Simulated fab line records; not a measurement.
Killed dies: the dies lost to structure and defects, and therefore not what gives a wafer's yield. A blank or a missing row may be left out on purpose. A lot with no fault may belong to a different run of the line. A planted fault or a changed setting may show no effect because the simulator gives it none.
Which tool was responsible? + flow nand-harc + 39 wafers from 13 lots sampled at 5 of the route's 1159 steps

== WHAT EACH GAUGE READ, for each wafer ==
NHARC_P_ZERO_WELL_CD_MEAS_24: the cd target is 720 nm.
| lot  | measured    | on        | cd-nm (nm)        |
|------|-------------|-----------|-------------------|
| L339 | day 1 14:38 | cd-sem-01 | 719.4 718.6 718.8 |
| L340 | day 1 20:27 | cd-sem-02 | 718.6 718.3 718.4 |
| L341 | day 2 02:32 | cd-sem-03 | 719.3 720.8 720.4 |
| L342 | day 2 08:28 | cd-sem-03 | 719.6 720.9 720.1 |
| L343 | day 2 14:28 | cd-sem-02 | 717.0 717.9 716.5 |
| L344 | day 2 20:28 | cd-sem-02 | 717.6 718.0 718.7 |
| L345 | day 3 02:20 | cd-sem-01 | 722.7 722.8 720.6 |
| L346 | day 3 08:28 | cd-sem-01 | 722.5 724.2 721.5 |
| L348 | day 3 20:22 | cd-sem-01 | 721.7 720.0 720.4 |
| L349 | day 4 02:30 | cd-sem-03 | 720.6 722.1 719.6 |
| L351 | day 4 15:08 | cd-sem-03 | 722.3 721.1 719.0 |
| L354 | day 5 08:28 | cd-sem-03 | 720.9 720.6 721.2 |
| L355 | day 5 14:55 | cd-sem-01 | 718.8 721.4 719.1 |

NHARC_END_SORT_01.
| lot  | measured     | on        | killed-at-array | killed-at-other | killed-at-periphery | killed-dies | killed-open | killed-short |
|------|--------------|-----------|-----------------|-----------------|---------------------|-------------|-------------|--------------|
| L349 | day 21 19:40 | prober-01 | 24 28 29        | 0 0 0           | 8 8 6               | 32 36 35    | 5 2 5       | 2 1 3        |
| L354 | day 23 06:41 | prober-01 | 19 21 17        | 3 1 1           | 2 3 2               | 24 25 20    | 5 3 2       | 1 4 1        |

== TOOL THAT RAN EACH LOT (tool first, then ch and the chambers of the sampled wafers, then the start) ==
| lot  | NHARC_P_ZERO_WELL_DESCUM_26       | NHARC_P_STI_HDPCVD_20         | NHARC_P_STI_CMP_21           |
|------|-----------------------------------|-------------------------------|------------------------------|
| L339 | rie-diel-12 ch 0,1, day 1 14:47   | hdpcvd-01 ch 0,1, day 2 19:58 | cmp-04 ch 0,1,3, day 3 04:37 |
| L340 | rie-diel-12 ch 0,1,3, day 1 20:37 | hdpcvd-01 ch 0,1, day 3 03:26 | cmp-04 ch 0,1,3, day 3 12:48 |
| L341 | rie-diel-06 ch 2,3, day 2 02:43   | hdpcvd-01 ch 0,1, day 3 12:18 | cmp-04 ch 0,2,3, day 3 21:58 |
| L342 | rie-diel-06 ch 0,2,3, day 2 08:40 | hdpcvd-01 ch 0,1, day 3 17:14 | cmp-04 ch 0,1, day 4 02:27   |
| L343 | rie-diel-06 ch 0,1, day 2 14:38   | hdpcvd-01 ch 0,1, day 4 01:58 | cmp-02 ch 0,1,2, day 4 11:36 |
| L344 | rie-diel-06 ch 0,1,2, day 2 20:38 | hdpcvd-01 ch 0,1, day 4 02:27 | cmp-03 ch 0,2,3, day 4 11:38 |
| L345 | rie-diel-12 ch 0,1,3, day 3 02:30 | hdpcvd-01 ch 0,1, day 4 20:24 | cmp-02 ch 0,1,2, day 5 05:25 |
| L346 | rie-diel-06 ch 1,3, day 3 08:39   | hdpcvd-01 ch 0,1, day 4 20:49 | cmp-04 ch 1,2, day 5 05:26   |
| L348 | rie-diel-12 ch 0,2,3, day 3 20:35 | hdpcvd-01 ch 0,1, day 5 00:55 | cmp-02 ch 0,1, day 5 09:35   |
| L349 | rie-diel-03 ch 0,1, day 4 02:39   | hdpcvd-01 ch 0,1, day 5 13:59 | cmp-03 ch 0,2,3, day 6 01:59 |
| L351 | rie-diel-12 ch 0,1,3, day 4 15:18 | hdpcvd-01 ch 0,1, day 6 04:00 | cmp-04 ch 0,2,3, day 6 14:44 |
| L354 | rie-diel-03 ch 0,3, day 5 08:37   | hdpcvd-01 ch 0,1, day 6 15:01 | cmp-03 ch 0,1,2, day 6 23:49 |
| L355 | rie-diel-06 ch 0,2,3, day 5 15:07 | hdpcvd-01 ch 0,1, day 6 23:58 | cmp-02 ch 0,1,3, day 7 08:37 |
- NHARC_P_ZERO_WELL_DESCUM_26: chemistry O2, time 3 s.
- NHARC_P_STI_HDPCVD_20: deposits SiO2.
- NHARC_P_STI_CMP_21: polishes, t overpolish 20 s, target thk 380.67 nm.

== WHAT THE TOOLS THEMSELVES READ (means of the sampled wafers that have a number; where no wafer has one, the mark that the record gives instead) ==
NHARC_P_ZERO_WELL_DESCUM_26.
| lot  | tool        | drypump-motor-current-A (A) | oes-product-au (a.u.) | rf-vpp-V (V) | showerhead-plenum-p-Torr (Torr) | throttle-valve-pct (%) |
|------|-------------|-----------------------------|-----------------------|--------------|---------------------------------|------------------------|
| L339 | rie-diel-12 | 5.7                         | 1.005                 | 56.8         | 1.82                            | 11.309                 |
| L340 | rie-diel-12 | 5.8                         | 1.000                 | 56.8         | 1.83                            | 11.310                 |
| L341 | rie-diel-06 | 5.4                         | 0.990                 | 57.5         | 1.96                            | 11.316                 |
| L342 | rie-diel-06 | 5.5                         | 0.991                 | 58.1         | 1.97                            | 11.316                 |
| L343 | rie-diel-06 | 6.0                         | 0.993                 | 57.5         | 2.02                            | 11.311                 |
| L344 | rie-diel-06 | 5.8                         | 1.000                 | 58.4         | 1.95                            | 11.311                 |
| L345 | rie-diel-12 | 5.7                         | 0.985                 | 57.4         | 1.83                            | 11.308                 |
| L346 | rie-diel-06 | 6.0                         | 0.997                 | 57.7         | 1.98                            | 11.306                 |
| L348 | rie-diel-12 | 5.7                         | 1.013                 | 57.4         | 1.87                            | 11.314                 |
| L349 | rie-diel-03 | 5.8                         | 0.989                 | 58.6         | 1.91                            | 11.310                 |
| L351 | rie-diel-12 | 5.8                         | 0.989                 | 57.1         | 1.83                            | 11.306                 |
| L354 | rie-diel-03 | 5.3                         | 0.998                 | 58.1         | 1.84                            | 11.310                 |
| L355 | rie-diel-06 | 5.5                         | 1.011                 | 58.5         | 1.96                            | 11.306                 |

NHARC_P_STI_CMP_21.
| lot  | tool   | motor-current-A (A) | overpolish-run-s (s) | retaining-ring-pressure-frac |
|------|--------|---------------------|----------------------|------------------------------|
| L339 | cmp-04 | 12.8                | 19.995               | 1.001                        |
| L340 | cmp-04 | 12.8                | 19.998               | 1.001                        |
| L341 | cmp-04 | 11.9                | 20.000               | 0.997                        |
| L342 | cmp-04 | 12.3                | 19.995               | 0.998                        |
| L343 | cmp-02 | 12.1                | 20.000               | 1.003                        |
| L344 | cmp-03 | 11.4                | 20.001               | 0.998                        |
| L345 | cmp-02 | 12.0                | 20.006               | 0.999                        |
| L346 | cmp-04 | 12.5                | 20.006               | 1.000                        |
| L348 | cmp-02 | 11.5                | 20.006               | 1.001                        |
| L349 | cmp-03 | 12.0                | 20.003               | 1.003                        |
| L351 | cmp-04 | 12.1                | 20.006               | 1.000                        |
| L354 | cmp-03 | 12.4                | 20.006               | 1.002                        |
| L355 | cmp-02 | 11.0                | 20.003               | 0.997                        |

== THE ANSWER, worked out from the rows above alone ==
Rule: the usual values come from the lots themselves. The widest of any qualifying gaps counts: lots, ordered by their means at a reading, are off when they make up no more than a third of the lots, leave a main group of 4 or more, and stand apart from it by 3 or more times the standard deviation of that group's means. If all means in a main group match to the digits the tables above print for the reading, that group is not used. Also off: a lot with no number at a reading for which 4 or more lots have one. The other lots that the step has rows for count as sound. First the gauges in route order, then the tools' own readings, where a lot's mean is used as printed above. At the first step where some lot is off, the reading lying furthest off is the one used; lots without a number count as furthest.
Nothing can be told from this: no lot is off at any reading shown.

== WHAT THE SIMULATOR HAD INSERTED ==
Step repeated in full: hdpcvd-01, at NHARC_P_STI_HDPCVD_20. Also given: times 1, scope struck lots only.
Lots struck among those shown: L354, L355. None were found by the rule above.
